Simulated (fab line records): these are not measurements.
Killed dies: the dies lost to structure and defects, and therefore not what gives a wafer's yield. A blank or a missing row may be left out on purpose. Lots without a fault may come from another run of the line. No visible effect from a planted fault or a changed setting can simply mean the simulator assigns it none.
Which tool is to blame? ; flow n5 finfet ; Sampling: 24 lots, 72 wafers, 4 of 1938 route steps

== WHAT THE GAUGES READ, wafer by wafer ==
N5_BEOL_M7_OCD_MEAS_38. Usual: trench depth nm reads 92.9 nm (standard deviation 2.7).
lot;measured;on;trench depth nm (nm);flag
L074;day 8 20:47;ocd-02;94.6 94.9 94.8;
L075;day 9 03:15;ocd-01;91.9 91.5 89.9;
L076;day 9 05:15;ocd-02;91.3 94.9 88.7;
L077;day 9 14:21;ocd-01;93.9 92.2 94.0;
L078;day 9 14:46;ocd-02;92.8 89.1 95.1;
L079;day 10 04:45;ocd-02;93.2 87.5 91.7;
L080;day 10 10:53;ocd-02;89.2 95.8 89.1;
L081;day 10 16:29;ocd-01;93.3 96.0 94.5;
L082;day 11 03:16;ocd-02;91.5 95.5 92.6;
L083;day 11 09:34;ocd-02;93.7 93.8 94.3;
L084;day 11 12:26;ocd-01;88.2 95.1 93.9;
L085;day 11 12:50;ocd-01;95.3 88.5 88.0;
L086;day 12 08:56;ocd-02;92.1 90.1 95.8;
L087;day 12 09:43;ocd-01;96.4 92.0 94.7;
L088;day 12 09:55;ocd-02;93.6 91.4 93.2;
L089;day 12 11:50;ocd-02;89.4 92.0 88.4;
L090;day 12 22:34;ocd-02;94.4 95.7 92.6;
L091;day 13 06:05;ocd-01;95.7 91.6 95.9;
L092;day 13 08:40;ocd-02;93.3 91.4 93.0;
L093;day 14 06:05;ocd-01;92.2 93.4 90.9;
L094;day 14 06:19;ocd-01;86.9 98.3 93.1;
L095;day 14 07:04;ocd-01;92.7 92.1 92.6;
L096;day 14 19:05;ocd-02;86.9 93.4 93.4;
L097;day 14 23:52;ocd-02;93.7 99.6 99.9;

N5_BEOL_M8_CD_MEAS_11: target cd 38.5 nm. Usual: cd nm reads 38.5 nm (standard deviation 0.82).
lot;measured;on;cd nm (nm);flag
L074;day 9 02:00;cd sem-01;37.8 38.3 38.9;
L075;day 9 09:27;cd sem-03;38.6 38.6 39.4;
L076;day 9 12:20;cd sem-03;38.0 38.2 38.1;
L077;day 9 19:46;cd sem-01;39.8 39.4 39.1;
L078;day 9 19:58;cd sem-03;37.3 36.6 38.7;
L079;day 10 10:28;cd sem-03;38.7 38.7 38.3;
L080;day 10 17:19;cd sem-02;38.0 38.8 38.6;
L081;day 10 21:16;cd sem-03;39.4 39.4 39.4;
L082;day 11 09:48;cd sem-03;38.0 38.5 38.5;
L083;day 11 12:49;cd sem-03;39.4 36.8 37.4;
L084;day 11 19:03;cd sem-03;39.5 39.6 40.3;
L085;day 11 20:21;cd sem-02;38.5 39.4 39.1;
L086;day 12 12:55;cd sem-02;38.7 39.0 38.9;
L087;day 12 15:57;cd sem-03;39.2 38.3 39.5;
L088;day 12 16:07;cd sem-02;36.9 37.7 38.5;
L089;day 12 17:34;cd sem-02;37.9 38.0 37.8;
L090;day 13 02:52;cd sem-02;38.1 38.9 38.8;
L091;day 13 10:30;cd sem-01;37.6 37.4 37.8;
L092;day 13 13:20;cd sem-01;39.8 38.6 38.5;
L093;day 14 11:13;cd sem-01;39.5 39.7 39.0;
L094;day 14 11:04;cd sem-01;37.4 37.3 38.5;
L095;day 14 12:39;cd sem-03;37.6 37.6 38.2;
L096;day 15 01:53;cd sem-01;37.8 37.9 36.9;
L097;day 15 05:40;cd sem-01;37.6 36.0 37.3;

N5_BEOL_M8_OVL_MEAS_12. Usual: M8_OVL typically reads 0.0 nm, with standard deviation 0.89.
lot;measured;on;M8_OVL (nm);flag
L074;day 9 02:02;overlay-01;0.9 0.6 0.4;
L075;day 9 09:29;overlay-02;1.3 0.0 0.1;
L076;day 9 12:22;overlay-01;-0.7 -0.1 -0.5;
L077;day 9 19:48;overlay-01;-0.5 0.4 0.1;
L078;day 9 20:00;overlay-01;-0.3 0.4 -0.3;
L079;day 10 10:30;overlay-02;-0.9 -0.7 -0.6;
L080;day 10 17:21;overlay-01;-0.6 -2.1 -1.9;
L081;day 10 21:18;overlay-02;-0.6 -0.7 -0.1;
L082;day 11 09:50;overlay-02;0.1 1.1 0.3;
L083;day 11 12:50;overlay-01;1.5 1.1 -1.1;
L084;day 11 19:05;overlay-01;-1.2 -1.1 -0.2;
L085;day 11 20:23;overlay-02;-1.1 -0.8 -0.1;
L086;day 12 12:57;overlay-02;-0.5 -0.1 -1.3;
L087;day 12 15:59;overlay-01;1.0 0.7 2.3;
L088;day 12 16:09;overlay-02;-0.2 -0.3 0.2;
L089;day 12 17:36;overlay-01;0.9 -0.7 -0.4;
L090;day 13 02:54;overlay-01;2.0 1.4 1.7;
L091;day 13 10:32;overlay-02;-0.4 -1.6 -0.6;
L092;day 13 13:22;overlay-01;0.2 -0.6 0.9;
L093;day 14 11:15;overlay-02;0.2 -1.1 0.5;
L094;day 14 11:05;overlay-01;-0.8 -0.8 -0.5;
L095;day 14 12:41;overlay-02;0.1 -1.2 -0.3;
L096;day 15 01:54;overlay-02;1.0 -0.3 0.4;
L097;day 15 05:43;overlay-02;-0.7 -0.4 -0.1;

== TOOL THAT RAN EACH LOT (tool first, then ch and the chambers of the sampled wafers, then the start) ==
lot;N5_BEOL_M7_DEP_56
L074;pecvd-03 ch 0,2, day 8 23:08
L075;pecvd-02 ch 0,1,2, day 9 06:38
L076;pecvd-02 ch 0,1,2, day 9 09:20
L077;pecvd-04 ch 0,1, day 9 17:12
L078;pecvd-02 ch 0,1,2, day 9 18:14
L079;pecvd-04 ch 0,1,2, day 10 08:26
L080;pecvd-03 ch 0,2, day 10 13:50
L081;pecvd-04 ch 0,1,2, day 10 19:21
L082;pecvd-03 ch 1,2, day 11 07:20
L083;pecvd-03 ch 0,1, day 11 11:31
L084;pecvd-03 ch 0,1,2, day 11 14:43
L085;pecvd-04 ch 0,2, day 11 18:22
L086;pecvd-03 ch 0,1, day 12 11:14
L087;pecvd-03 ch 0,1,2, day 12 12:37
L088;pecvd-04 ch 0,2, day 12 12:53
L089;pecvd-03 ch 0,1,2, day 12 15:44
L090;pecvd-03 ch 1,2, day 13 01:13
L091;pecvd-03 ch 0,1, day 13 08:36
L092;pecvd-03 ch 0,1,2, day 13 11:01
L093;pecvd-03 ch 0,1,2, day 14 09:22
L094;pecvd-02 ch 0,1, day 14 09:38
L095;pecvd-03 ch 0,1, day 14 10:10
L096;pecvd-03 ch 0,2, day 14 23:44
L097;pecvd-02 ch 0,1,2, day 15 02:34
- N5_BEOL_M7_DEP_56: deposits SiCN from 3MS/NH3, target thk 10 nm, time 17.5 s.

== WHAT THE TOOLS THEMSELVES READ (means of the sampled wafers that have a number; where no wafer has one, the mark that the record gives instead) ==
N5_BEOL_M7_DEP_56. Usual: showerhead plenum p Torr 3.663 Torr, standard deviation 0.013; throttle valve pct 8.9 %, standard deviation 0.43.
lot;tool;showerhead plenum p Torr (Torr);throttle valve pct (%);flag
L074;pecvd-03;3.657;8.8;
L075;pecvd-02;3.668;9.1;
L076;pecvd-02;3.669;9.4;
L077;pecvd-04;3.687;8.8;
L078;pecvd-02;3.669;9.3;
L079;pecvd-04;3.679;8.6;
L080;pecvd-03;3.655;8.7;
L081;pecvd-04;3.681;8.8;
L082;pecvd-03;3.657;8.9;
L083;pecvd-03;3.656;9.0;
L084;pecvd-03;3.656;9.0;
L085;pecvd-04;3.667;8.1;
L086;pecvd-03;3.653;8.9;
L087;pecvd-03;3.653;8.8;
L088;pecvd-04;3.672;8.3;
L089;pecvd-03;3.657;8.9;
L090;pecvd-03;3.658;8.9;
L091;pecvd-03;3.653;8.8;
L092;pecvd-03;3.656;9.0;
L093;pecvd-03;3.650;9.0;
L094;pecvd-02;3.669;9.5;
L095;pecvd-03;3.650;8.9;
L096;pecvd-03;3.655;8.9;
L097;pecvd-02;3.669;9.3;

== THE ANSWER, worked out from the rows above alone ==
Rule: take the mean of a lot's wafers that have a number; if it is more than 3 standard deviations from the usual mean, the lot is off. Also off: a lot with no number at a reading for which 4 or more lots have one. The other lots that the step has rows for count as sound. After the gauges, taken in route order, come the tools' own readings; for these a lot's mean is taken, as printed above. The first step at which some lot is off is used, and at that step the reading that is off furthest; a lot without a number counts as furthest.
None of the lots is off at any reading shown; this tells nothing.

== WHAT THE SIMULATOR PUT IN ==
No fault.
